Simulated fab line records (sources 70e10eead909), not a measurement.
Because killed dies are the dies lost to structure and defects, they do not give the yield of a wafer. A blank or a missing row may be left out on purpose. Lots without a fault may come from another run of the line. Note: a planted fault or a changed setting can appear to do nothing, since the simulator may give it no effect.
fab line records | flow nand-harc
[record] lots = 5 wafers = 15 last-day = 34
route steps=1302 shown P_CONTACT@217 END@1302
lots that met no fault: from a run of the same line without faults
start-h: hours from the record's first day to the start of the lot's first wafer shown | wait-h: hours from the lot's prior step to this one | " identical to the entry in the row above | L1.1+2: a single row standing in for several wafers | - no value present, or no start provided | * or withheld: withheld | < > ~ a bound
route shown NAME@n: NAME is a module with steps in the file, n the number in the route of the first one | usual: the fault-free wafers' mean and standard deviation | same: alike in all rows | chamber/n: place in a boat | sites: readings site by site | _std_site: the standard deviation of these | _edge_site: outer sites' mean less inner sites' | radius-mm: how far each site lies from the wafer's centre | mask NAME#n: copy n | behind: the most recent tool/chamber to have shaped the wafer | hold: reason for holding the lot/hours on hold/outcome of the hold | device: which transistor (n, p or np) failed to switch | end of line: the same wafers' tests at the end of the route | where a step has no rows: the recipe by itself | killed: dies that structure and defects cost at the first sort, which is not the same as the wafer's yield | map: per-die view of a wafer (x killed, . not killed, _ where there is no die)
set.NAME: the run value of the setting; set.NAME@STEP: its run value at that earlier step | model.NAME: the simulator's own value behind a step, which no gauge read
lots seen at some steps along the route; tables by step, rows by wafer
services: when a tool's chamber went out of use (start-h, in hours from the record's first day, below 0 if earlier), for how many hours, and the reason
[[steps]]
[step NHARC_P_CONTACT_DEP_30]
[recipe] target-thk-a = 300 temp-c = 400 target-thk-nm = 30 flow-sccm = 200 rf-w = 450 material = SiNx
[usual] heater-power-w = 695/98
// columns lot.wafer tool chamber start-h wait-h heater-power-w
L377.2 pecvd-03 0 180.05 0.1 710
L377.4 " 0 " " 681
L377.6 " 1 " " 684
L378.1 pecvd-02 1 195.41 0.1 684
L378.3 " 0 " " 780
L378.6 " 0 " " 766
L384.1 pecvd-03 1 263.98 0.1 678
L384.2 " 2 " " 745
L384.4 " 2 " " 756
L385.2 pecvd-04 2 264.45 0.1 564
L385.6 " 0 " " 815
L385.4 " 1 " " 502
L393.4 pecvd-04 0 340.23 0.2 846
L393.6 " 1 " " 499
L393.5 " 2 " " 723
[step NHARC_P_CONTACT_DEP_00]
[recipe] target-thk-a = 5000 temp-c = 400 pressure-torr = 6.5 rf-w = 900 teos-flow-sccm = 161.4 flow-sccm = 2650 target-thk-nm = 500 gas = O2 material = SiO2
[usual] heater-power-w = 529/95 throttle-valve-pct = 15.7/0.41
// columns lot.wafer tool chamber start-h wait-h heater-power-w throttle-valve-pct
L377.2 pecvd-03 0 - - 514 16.1
L377.4 " 0 " " 550 16.2
L377.6 " 1 " " 514 15.9
L378.1 pecvd-02 1 - - 520 16.1
L378.3 " 0 " " 564 16.4
L378.6 " 0 " " 592 16.5
L384.1 pecvd-03 1 - - 469 16.1
L384.2 " 2 " " 524 15.5
L384.4 " 2 " " 553 15.5
L385.2 pecvd-04 2 - - 520 15.6
L385.6 " 0 " " 681 15.4
L385.4 " 1 " " 379 15.9
L393.4 pecvd-04 0 - - 659 15.1
L393.6 " 1 " " 372 15.8
L393.5 " 2 " " 553 16.1
[step NHARC_P_CONTACT_CMP_01]
[recipe] target-thk-nm = 200 material = SiO2
[step NHARC_P_CONTACT_SRD_03]
[step NHARC_P_CONTACT_DEHYDRATE_04]
[recipe] temp-c = 150 time-s = 120
[step NHARC_P_CONTACT_HMDS_05]
[recipe] time-s = 30
[step NHARC_P_CONTACT_COAT_33]
[recipe] temp-c = 260 time-s = 75
[step NHARC_P_CONTACT_COAT_34]
[recipe] temp-c = 225 time-s = 65
[step NHARC_P_CONTACT_COAT_06]
[recipe] spin-rpm = 1500 resist-thk-nm = 90
[step NHARC_P_CONTACT_SOFTBAKE_07]
[recipe] temp-c = 105 time-s = 55
[step NHARC_P_CONTACT_EBR_08]
[step NHARC_P_CONTACT_EXPOSE_09]
[recipe] na = 1.35 target-cd-nm = 90 dose-mj = 81.26 mask-id = P_CA
// columns lot.wafer tool chamber start-h wait-h mask
L377.2+4+6 arfi-scanner-02 0 181.42 - P_CA#0
L378.1+3+6 arfi-scanner-03 0 196.81 - P_CA#0
L384.1+2+4 arfi-scanner-03 0 265.26 - P_CA_R1#0
L385.2+4+6 arfi-scanner-02 0 265.86 - P_CA#0
L393.4+5+6 arfi-scanner-03 0 341.53 - P_CA#0
[step NHARC_P_CONTACT_PEB_10]
[recipe] peb-temp-c = 100 peb-time-s = 65
[step NHARC_P_CONTACT_DEVELOP_11]
[recipe] develop-time-s = 35 dev-temp-c = 23
[step NHARC_P_CONTACT_CD_MEAS_12]
[recipe] target-cd-nm = 90 landing-energy-ev = 500
[usual] cd-nm = 89.7/0.67
// columns lot.wafer tool chamber start-h wait-h cd-nm
L377.2 cd-sem-03 0 181.56 - 90.5
L377.4 " 0 " " 89.5
L377.6 " 0 " " 89.6
L378.1 cd-sem-01 0 196.95 - 88.4
L378.3 " 0 " " 89.0
L378.6 " 0 " " 89.3
L384.1 cd-sem-03 0 265.40 - 80.9
L384.2 " 0 " " 80.7
L384.4 " 0 " " 81.3
L385.2 cd-sem-03 0 266.00 - 90.3
L385.4 " 0 " " 90.6
L385.6 " 0 " " 89.6
L393.4 cd-sem-02 0 341.66 - 89.8
L393.5 " 0 " " 90.1
L393.6 " 0 " " 90.2
[step NHARC_P_CONTACT_OVL_MEAS_13]
[usual] overlay-x-nm = -0.1/0.69 overlay-y-nm = 0.4/0.79
// columns lot.wafer tool chamber start-h wait-h overlay-x-nm overlay-y-nm
L377.2 overlay-01 - 181.65 - -0.2 -0.1
L377.4 " - " " 0.2 -0.3
L377.6 " - " " 0.0 -0.5
L378.1 overlay-01 - 197.04 - -0.9 1.6
L378.3 " - " " -1.0 1.8
L378.6 " - " " -1.1 1.9
L384.1 overlay-01 - 265.49 - -1.0 1.0
L384.2 " - " " -0.9 1.0
L384.4 " - " " -0.4 1.1
L385.2 overlay-01 - 266.08 - 0.0 0.7
L385.4 " - " " -0.1 1.0
L385.6 " - " " -0.3 0.4
L393.4 overlay-01 - 341.74 - -0.6 -0.2
L393.5 " - " " -0.6 -0.6
L393.6 " - " " -1.1 -0.1
[step NHARC_P_CONTACT_INSPECT_14]
[usual] raw-defect-count = 4.5/2.9
// columns lot.wafer tool chamber start-h wait-h raw-defect-count
L377.2 defect-inspect-01 - 181.69 0.0 4
L377.4 " - " " 1
L377.6 " - " " 5
L378.1 defect-inspect-01 - 197.07 0.0 5
L378.3 " - " " 2
L378.6 " - " " 0
L384.1 defect-inspect-01 - 265.52 0.0 5
L384.2 " - " " 3
L384.4 " - " " 5
L385.2 defect-inspect-02 - 266.12 0.0 2
L385.4 " - " " 3
L385.6 " - " " 3
L393.4 defect-inspect-02 - 341.78 0.0 1
L393.5 " - " " 2
L393.6 " - " " 3
[step NHARC_P_CONTACT_DESCUM_17]
[recipe] time-s = 3 o2-flow-sccm = 200 ar-flow-sccm = 0 bias-power-w = 0 chemistry = O2
[usual] drypump-motor-current-A = 5.6/0.57 oes-product-au = 0.996/0.0095 rf-vpp-V = 57.8/0.94 showerhead-plenum-p-Torr = 1.91/0.083 throttle-valve-pct = 11.311/0.0087
// columns lot.wafer tool chamber start-h wait-h drypump-motor-current-A oes-product-au rf-hours-counter-h rf-vpp-V showerhead-plenum-p-Torr throttle-valve-pct model.P_CONTACT.cd-nm
L377.4 rie-diel-03 1 181.76 0.1 6.4 0.980 2.2 57.8 1.83 11.313 89.46
L377.2 " 2 " " 6.0 1.001 2.2 59.3 2.05 11.301 90.32
L377.6 " 3 " " 5.1 0.990 - 56.5 1.85 11.296 89.44
L378.3 rie-diel-02 2 197.14 0.1 5.0 0.997 4.2 56.5 1.90 11.314 89.61
L378.1 " 1 " " 5.9 0.986 4.2 58.0 1.86 11.305 88.72
L378.6 " 3 " " 5.4 0.989 - 57.5 1.83 11.318 89.15
L384.4 rie-diel-03 1 265.59 0.1 6.4 0.995 5.0 57.3 1.83 11.305 80.65
L384.1 " 3 " " 5.1 0.990 4.5 57.5 1.85 11.323 81.28
L384.2 " 0 " " 5.7 1.010 4.8 57.9 1.95 11.315 81.29
L385.2 rie-diel-04 3 266.19 0.1 4.7 0.994 2.6 57.4 1.99 11.311 90.09
L385.4 " 1 " " 4.8 0.987 3.0 59.5 2.04 11.328 90.61
L385.6 " 2 " " 4.7 1.010 - 60.5 1.84 11.308 89.04
L393.4 rie-diel-04 1 341.85 0.1 4.8 0.994 6.6 57.8 2.04 11.321 90.35
L393.5 " 0 " " 5.9 0.999 - 57.0 1.82 11.321 89.95
L393.6 " 1 " " 4.9 0.983 - 58.1 2.04 11.315 90.57
[step NHARC_P_CONTACT_ETCH_35]
[recipe] target-depth-a = 390 over-etch-frac = 0.3 time-s = 65 ion-energy-ev = 80 cf4-flow-sccm = 150 ar-flow-sccm = 0 rf-w = 300 bias-w = 100 chemistry = CF4
[usual] drypump-motor-current-A = 5.6/0.58 oes-product-au = 0.995/0.0091 rf-vpp-V = 151.3/1.3 showerhead-plenum-p-Torr = 1.77/0.071 throttle-valve-pct = 13.283/0.0088
// columns lot.wafer tool chamber start-h wait-h drypump-motor-current-A oes-product-au rf-hours-counter-h rf-vpp-V showerhead-plenum-p-Torr throttle-valve-pct
L377.2 rie-diel-03 3 181.83 0.1 5.1 0.993 2.3 149.6 1.71 13.274
L377.4 " 1 " " 6.5 0.989 2.2 150.8 1.70 13.284
L377.6 " 0 " " 5.7 0.996 - 150.6 1.80 13.291
L378.1 rie-diel-02 0 197.22 0.1 6.3 0.994 3.8 152.0 1.82 13.287
L378.3 " 3 " " 5.4 0.995 3.7 152.0 1.69 13.290
L378.6 " 1 " " 6.0 1.005 - 150.9 1.73 13.291
L384.2 rie-diel-03 1 265.67 0.1 6.4 0.995 5.0 150.9 1.70 13.294
L384.1 " 2 " " 5.9 0.996 4.7 152.8 1.89 13.294
L384.4 " 0 " " 5.7 1.003 4.8 151.6 1.80 13.278
L385.4 rie-diel-04 3 266.27 0.1 4.7 0.994 2.6 152.3 1.83 13.290
L385.2 " 0 " " 5.9 0.998 2.7 149.0 1.69 13.277
L385.6 " 3 " " 4.7 0.996 - 152.4 1.83 13.288
L393.4 rie-diel-04 0 341.94 0.1 5.9 1.000 7.6 149.7 1.69 13.282
L393.5 " 1 " " 4.8 0.989 - 153.7 1.88 13.308
L393.6 " 2 " " 4.7 0.994 - 149.9 1.71 13.290
[step NHARC_P_CONTACT_ETCH_36]
[recipe] target-depth-a = 2600 over-etch-frac = 0.25 time-s = 406.25 ion-energy-ev = 200 n2-flow-sccm = 150 h2-flow-sccm = 150 ar-flow-sccm = 0 rf-w = 400 bias-w = 150 chemistry = N2/H2
[usual] drypump-motor-current-A = 5.6/0.56 oes-product-au = 0.996/0.0092 rf-vpp-V = 430.6/2.6 showerhead-plenum-p-Torr = 2.04/0.09 throttle-valve-pct = 14.170/0.0086
// columns lot.wafer tool chamber start-h wait-h drypump-motor-current-A oes-product-au rf-hours-counter-h rf-vpp-V showerhead-plenum-p-Torr throttle-valve-pct
L377.2 rie-diel-03 3 - - 5.1 0.991 2.4 429.2 1.97 14.178
L377.4 " 0 " " 5.7 0.985 2.4 432.2 2.09 14.170
L377.6 " 1 " " 6.5 0.988 - 428.1 1.95 14.170
L378.1 rie-diel-02 2 - - 5.0 1.010 4.2 430.1 2.02 14.173
L378.3 " 3 " " 5.4 0.991 3.7 428.4 1.95 14.188
L378.6 " 0 " " 6.3 0.990 - 432.4 2.11 14.183
L384.4 rie-diel-03 0 - - 5.8 1.002 4.8 431.6 2.08 14.177
L384.2 " 1 " " 6.5 0.997 5.1 427.2 1.95 14.166
L384.1 " 2 " " 5.9 0.990 4.8 434.3 2.19 14.169
L385.4 rie-diel-04 2 - - 4.7 0.992 3.0 429.3 1.96 14.156
L385.2 " 3 " " 4.7 0.989 2.7 432.1 2.12 14.183
L385.6 " 1 " " 4.8 0.984 - 433.9 2.18 14.162
L393.4 rie-diel-04 0 - - 5.9 0.999 7.7 428.2 1.94 14.166
L393.5 " 1 " " 4.8 0.992 - 434.2 2.18 14.170
L393.6 " 2 " " 4.7 0.991 - 429.7 1.96 14.179
[step NHARC_P_CONTACT_ETCH_18]
[recipe] target-depth-a = 4810 time-s = 240.5 c4f8-flow-sccm = 20 o2-flow-sccm = 10 ar-flow-sccm = withheld rf-w = 600 bias-w = 1500 chemistry = C4F8/O2/Ar
[step NHARC_P_CONTACT_STRIP_37]
[recipe] c4f8-flow-sccm = withheld o2-flow-sccm = 8 ar-flow-sccm = withheld bias-w = 0 chemistry = C4F8/O2/Ar
[step NHARC_P_CONTACT_ETCH_31]
[recipe] target-depth-a = 300 time-s = 85.7 ion-energy-ev = 120 over-etch-frac = 1 ch3f-flow-sccm = 50 o2-flow-sccm = 30 ar-flow-sccm = 200 rf-w = 500 bias-w = 100 chemistry = CH3F/O2
[usual] drypump-motor-current-A = 5.6/0.57 oes-product-au = 0.973/0.016 rf-vpp-V = 244.2/1.6 showerhead-plenum-p-Torr = 2.45/0.098 throttle-valve-pct = 20.664/0.0088
// columns lot.wafer tool chamber start-h wait-h drypump-motor-current-A oes-product-au rf-hours-counter-h rf-vpp-V showerhead-plenum-p-Torr throttle-valve-pct model.P_CONTACT.cd-nm
L377.4 rie-diel-03 0 - - 5.7 0.985 2.5 244.0 2.51 20.664 90.43
L377.2 " 1 " " 6.4 0.977 2.6 244.0 2.36 20.667 91
L377.6 " 0 " " 5.7 0.980 - 246.2 2.51 20.662 89.07
L378.1 rie-diel-02 3 - - 5.4 0.950 3.9 242.2 2.35 20.656 90.48
L378.3 " 0 " " 6.4 0.944 4.1 244.8 2.54 20.667 91.11
L378.6 " 3 " " 5.4 0.935 - 242.8 2.35 20.660 89.13
L384.1 rie-diel-03 3 - - 5.1 0.970 4.8 242.3 2.37 20.669 79.47
L384.4 " 1 " " 6.4 0.973 5.3 241.5 2.36 20.663 81.3
L384.2 " 2 " " 5.9 0.964 5.0 246.6 2.63 20.654 78.19
L385.2 rie-diel-04 2 - - 4.7 0.972 3.2 243.3 2.37 20.652 93.08
L385.4 " 3 " " 4.6 0.963 2.8 245.5 2.55 20.656 91.69
L385.6 " 0 " " 5.9 0.987 - 243.5 2.35 20.670 87.33
L393.4 rie-diel-04 1 - - 4.8 0.964 7.0 246.9 2.62 20.663 88.48
L393.5 " 3 " " 4.7 0.987 - 245.1 2.55 20.666 86.37
L393.6 " 0 " " 5.9 0.978 - 241.4 2.34 20.672 91.78
[step NHARC_P_CONTACT_CD_MEAS_19]
[usual] cd-nm = 90.1/1.7
// columns lot.wafer tool chamber start-h wait-h cd-nm
L377.2 cd-sem-03 - 182.62 - 90.9
L377.4 " - " " 90.6
L377.6 " - " " 89.1
L378.1 cd-sem-03 - 198.02 - 90.4
L378.3 " - " " 90.9
L378.6 " - " " 88.9
L384.1 cd-sem-03 - 266.46 - 79.3
L384.2 " - " " 78.1
L384.4 " - " " 81.5
L385.2 cd-sem-03 - 267.06 - 93.3
L385.4 " - " " 91.8
L385.6 " - " " 87.4
L393.4 cd-sem-01 - 342.72 - 88.7
L393.5 " - " " 86.5
L393.6 " - " " 91.4
[step NHARC_P_CONTACT_STRIP_28]
[recipe] o2-flow-sccm = 500 ar-flow-sccm = 0 bias-w = 0 chemistry = O2
[usual] drypump-motor-current-A = 5.5/0.62 oes-product-au = 0.996/0.01 rf-vpp-V = 57.8/0.87 showerhead-plenum-p-Torr = 3.53/0.15 throttle-valve-pct = 17.037/0.0093
// columns lot.wafer tool chamber start-h wait-h drypump-motor-current-A oes-product-au rf-hours-counter-h rf-vpp-V showerhead-plenum-p-Torr throttle-valve-pct
L377.2 rie-diel-03 1 182.70 0.1 6.5 0.991 2.6 57.4 3.39 17.046
L377.4 " 3 " " 5.1 0.995 2.6 58.6 3.41 17.038
L377.6 " 2 " " 6.0 1.009 - 59.0 3.77 17.036
L378.3 rie-diel-03 0 198.10 0.1 5.8 0.994 2.8 58.0 3.60 17.048
L378.1 " 2 " " 6.0 0.991 2.8 60.1 3.77 17.053
L378.6 " 0 " " 5.7 0.985 - 58.5 3.60 17.024
L384.1 rie-diel-02 0 266.54 0.1 6.4 1.008 1.1 57.4 3.64 17.029
L384.2 " 1 " " 5.9 0.993 1.1 56.5 3.44 17.034
L384.4 " 2 " " 5.0 1.015 1.1 59.1 3.50 17.046
L385.4 rie-diel-03 2 267.13 0.1 6.0 0.993 5.0 57.2 3.77 17.036
L385.2 " 0 " " 5.7 1.010 5.2 58.4 3.60 17.037
L385.6 " 2 " " 5.9 1.000 - 58.2 3.77 17.033
L393.4 rie-diel-03 0 342.80 0.1 5.7 0.989 2.0 57.7 3.60 17.036
L393.5 " 3 " " 5.1 1.004 - 57.5 3.41 17.024
L393.6 " 0 " " 5.7 0.995 - 58.2 3.60 17.040
[step NHARC_END_SORT_01]
[recipe] temp-c = 25
[usual] killed-at-array = 52/18 killed-at-other = 0.6/0.83 killed-at-periphery = 4.3/2.8 killed-dies = 57/19 killed-open = 3.4/2 killed-short = 2.5/1.7
[same] gross-dies = 677
// columns lot.wafer tool chamber start-h wait-h killed-at-array killed-at-other killed-at-periphery killed-dies killed-open killed-short
L384.1 prober-02 0 703.29 2.5 57 2 11 70 1 3
L384.2 prober-02 0 704.10 2.8 56 0 10 66 2 3
L384.4 prober-02 0 705.70 3.4 66 0 12 78 4 4
// killed by level:class
L384.1 A_CHANNEL_HOLE_D1:chamber-film-flake=33 A_CHANNEL_HOLE_D2:chamber-film-flake=9 A_CONTACT:chamber-film-flake=7 P_M2:chamber-film-flake=6 A_STAIRCASE:chamber-film-flake=3 P_CONTACT:area-expose=3 P_GATE:geometric-particle:short=1 A_ONON_D1:geometric-particle:open=1
L384.2 A_CHANNEL_HOLE_D1:chamber-film-flake=27 A_CHANNEL_HOLE_D2:chamber-film-flake=13 A_CONTACT:chamber-film-flake=6 P_CONTACT:area-expose=5 P_M2:chamber-film-flake=4 A_ZERO_WELL:chamber-film-flake=2 A_STAIRCASE:chamber-film-flake=2 P_CONTACT:geometric-particle:short=1
L384.4 A_CHANNEL_HOLE_D1:chamber-film-flake=33 A_CHANNEL_HOLE_D2:chamber-film-flake=15 P_CONTACT:area-expose=7 A_CONTACT:chamber-film-flake=6 A_SLIT:chamber-film-flake=3 P_M0:geometric-particle:short=2 A_ONON_D2:geometric-particle:short=2 P_ZERO_WELL:chamber-film-flake=2
[[services]]
// columns tool chamber start-h hours kind
pecvd-03 0 158.55 3.7 repair
rie-diel-03 0 162.30 - clean
rie-diel-03 1 162.30 - clean
rie-diel-03 2 162.30 - clean
rie-diel-03 3 162.30 - clean
arfi-scanner-02 - 165.96 2.4 repair
pecvd-04 1 174.83 7.5 repair
rie-diel-04 - 177.90 9.0 pm
pecvd-03 - 185.44 13.0 pm
rie-diel-03 0 186.80 - clean
arfi-scanner-02 - 189.61 10.5 repair
rie-diel-02 - 192.16 0.3 repair
arfi-scanner-02 - 201.79 1.1 repair
rie-diel-03 - 208.38 0.4 repair
rie-diel-02 - 216.70 9.0 pm
arfi-scanner-03 - 225.67 4.0 pm
pecvd-02 - 227.06 13.0 pm
pecvd-04 - 269.23 13.0 pm
arfi-scanner-03 - 280.09 6.4 repair
rie-diel-03 - 281.30 9.0 pm
rie-diel-04 1 282.13 8.7 repair
rie-diel-03 1 294.82 5.3 repair
arfi-scanner-02 - 312.00 4.0 pm
rie-diel-03 - 330.66 0.8 repair
[[key]]
[first-sign] step = NHARC_P_CONTACT_EXPOSE_09 reading = mask direction = changed
[effect] step = NHARC_P_CONTACT_CD_MEAS_12 reading = cd-nm direction = down sigmas = 13 usual = 89.7 struck = 81.0
[effect] step = NHARC_P_CONTACT_CD_MEAS_19 reading = cd-nm direction = down sigmas = 6.1 usual = 90.1 struck = 79.6
[effect] step = NHARC_END_SORT_01 reading = killed-at-periphery direction = up sigmas = 2.4 usual = 4.3 struck = 11 wafers-moved = 2
[model-effect] step = NHARC_P_CONTACT_DESCUM_17 value = P_CONTACT.cd-nm without = 90.04 struck = 81.08
[model-effect] step = NHARC_P_CONTACT_ETCH_31 value = P_CONTACT.cd-nm without = 88.61 struck = 79.65
met-at NHARC_P_CONTACT_EXPOSE_09
struck-wafers L384.1,L384.2,L384.4
tester-left-out L384
onset-between 196.81 265.26
[fault] kind = wrong-mask tool = any chamber = - onset-h = 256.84 steps = NHARC_P_CONTACT_EXPOSE_09 aux-copy = P_CA_R1#0 cd-offset-nm = -8.9604 scope = struck-lots-only
// tester-left-out: of these lots the tester's yield and bins aren't shown, on N5 and GAA mostly nor the transistor test; their killed dies are dies lost to structure and defects alone, not to doping, threshold or leakage, so they don't give the yield
